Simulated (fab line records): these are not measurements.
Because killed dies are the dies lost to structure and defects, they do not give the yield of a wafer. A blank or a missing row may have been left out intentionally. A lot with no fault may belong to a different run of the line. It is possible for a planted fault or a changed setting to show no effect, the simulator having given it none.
Matching of chambers :: flow nandHarc :: rieDiel-11 running NHARC_A_STAIRCASE_TRIM_229: 4 sister chambers
The step chemistry O2, time 211.2 s. 4 wafers are shown with their chamber, then 12 later ones without.

== EACH WAFER AND ITS CHAMBER ==
wafer: L083.2
chamber: 2
showerheadPlenumPTorr (Torr): 3.39

wafer: L087.6
chamber: 0
showerheadPlenumPTorr (Torr): 3.44

wafer: L089.4
chamber: 1
showerheadPlenumPTorr (Torr): 3.28

wafer: L089.6
chamber: 3
showerheadPlenumPTorr (Torr): 3.35

== WAFERS MISSING THEIR CHAMBER ==
wafer: L091.1
showerheadPlenumPTorr (Torr): 3.28

wafer: L091.2
showerheadPlenumPTorr (Torr): 3.35

wafer: L091.3
showerheadPlenumPTorr (Torr): 3.38

wafer: L096.2
showerheadPlenumPTorr (Torr): 3.26

wafer: L096.4
showerheadPlenumPTorr (Torr): 3.34

wafer: L096.5
showerheadPlenumPTorr (Torr): 3.43

wafer: L095.1
showerheadPlenumPTorr (Torr): 3.43

wafer: L095.3
showerheadPlenumPTorr (Torr): 3.37

wafer: L095.6
showerheadPlenumPTorr (Torr): 3.43

wafer: L097.1
showerheadPlenumPTorr (Torr): 3.43

wafer: L097.3
showerheadPlenumPTorr (Torr): 3.37

wafer: L097.4
showerheadPlenumPTorr (Torr): 3.34

== CHAMBER TAKEN BY EACH ==
wafer: L091.1
from the rows above: 1
in truth: 1

wafer: L091.2
from the rows above: 3
in truth: 3

wafer: L091.3
from the rows above: can't be placed: 2 or 3
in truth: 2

wafer: L096.2
from the rows above: 1
in truth: 1

wafer: L096.4
from the rows above: 3
in truth: 3

wafer: L096.5
from the rows above: 0
in truth: 0

wafer: L095.1
from the rows above: 0
in truth: 0

wafer: L095.3
from the rows above: can't be placed: 2 or 3
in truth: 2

wafer: L095.6
from the rows above: 0
in truth: 0

wafer: L097.1
from the rows above: 0
in truth: 0

wafer: L097.3
from the rows above: can't be placed: 2 or 3
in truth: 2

wafer: L097.4
from the rows above: 3
in truth: 3
9 of 12 placed correctly. Cannot be placed on the basis of these rows: 3; the candidates contain the true chamber in 3. Number placed wrongly: 0.
How it was worked out, from the rows above alone: a wafer's distance from a chamber is the root of the sum, over the readings, of the square of ((its reading less the chamber's mean) divided by the reading's scatter). The wafer belongs to the nearest chamber; if the next one is less than 2 further off, it can't be placed. Each chamber's mean is taken over the wafers shown for it. The scatter (one wafer shown for each chamber): square how far every hidden wafer sits from the nearest shown wafer, average those squares and take the square root.
